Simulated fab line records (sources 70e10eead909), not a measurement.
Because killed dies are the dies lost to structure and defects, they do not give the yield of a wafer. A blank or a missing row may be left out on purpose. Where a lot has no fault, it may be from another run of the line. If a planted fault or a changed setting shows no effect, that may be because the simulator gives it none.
Matching of chambers | flow nand harc | pecvd-03 running NHARC_P_M1_PRE_CLEAN_32: 3 sister chambers
The step time 12 s. 16 wafers are shown with their chamber, then 8 later ones without.

== WAFERS PAIRED WITH THEIR CHAMBERS ==
wafer  | chamber | heater power w (W)
L934.1 | 2       | 732
L934.2 | 1       | 508
L934.5 | 1       | 504
L936.2 | 0       | 549
L936.5 | 0       | 579
L936.6 | 1       | 541
L944.2 | 2       | 658
L944.3 | 0       | 618
L944.4 | 1       | 538
L943.2 | 0       | 596
L943.4 | 1       | 565
L943.5 | 0       | 592
L952.1 | 2       | 626
L952.5 | 2       | 623
L952.6 | 0       | 594
L953.2 | 0       | 611

SIGNATURES (averages over the wafers above)
reading        | chamber 0 | chamber 1 | chamber 2 | scatter within a chamber
heater power w | 591.29    | 531.20    | 659.75    | 32
Rule: a wafer's distance from a chamber is the root of the sum, over the readings, of the square of ((its reading less the chamber's mean) divided by the reading's scatter). The wafer belongs to the nearest chamber; if the next one is less than 2 further off, it can't be placed. The scatter is the square root of a quotient: the sum, over the shown wafers, of each reading's squared deviation from its chamber's mean, divided by wafers minus chambers.

== WAFERS WITHOUT THEIR CHAMBER ==
wafer  | heater power w (W)
L953.3 | 647
L953.6 | 538
L955.2 | 580
L955.3 | 687
L955.6 | 691
L956.1 | 556
L956.3 | 557
L956.6 | 629

== WHICH CHAMBER EACH WENT THROUGH ==
wafer  | from the rows above     | in truth
L953.3 | can't be placed: 2 or 0 | 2
L953.6 | can't be placed: 1 or 0 | 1
L955.2 | can't be placed: 0 or 1 | 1
L955.3 | 2                       | 2
L955.6 | 2                       | 2
L956.1 | can't be placed: 1 or 0 | 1
L956.3 | can't be placed: 1 or 0 | 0
L956.6 | can't be placed: 2 or 0 | 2
Correct placement for 2 of the 8. Unplaceable from these rows: 6, with the true chamber sitting among the candidates in 6. Placed wrongly: 0.
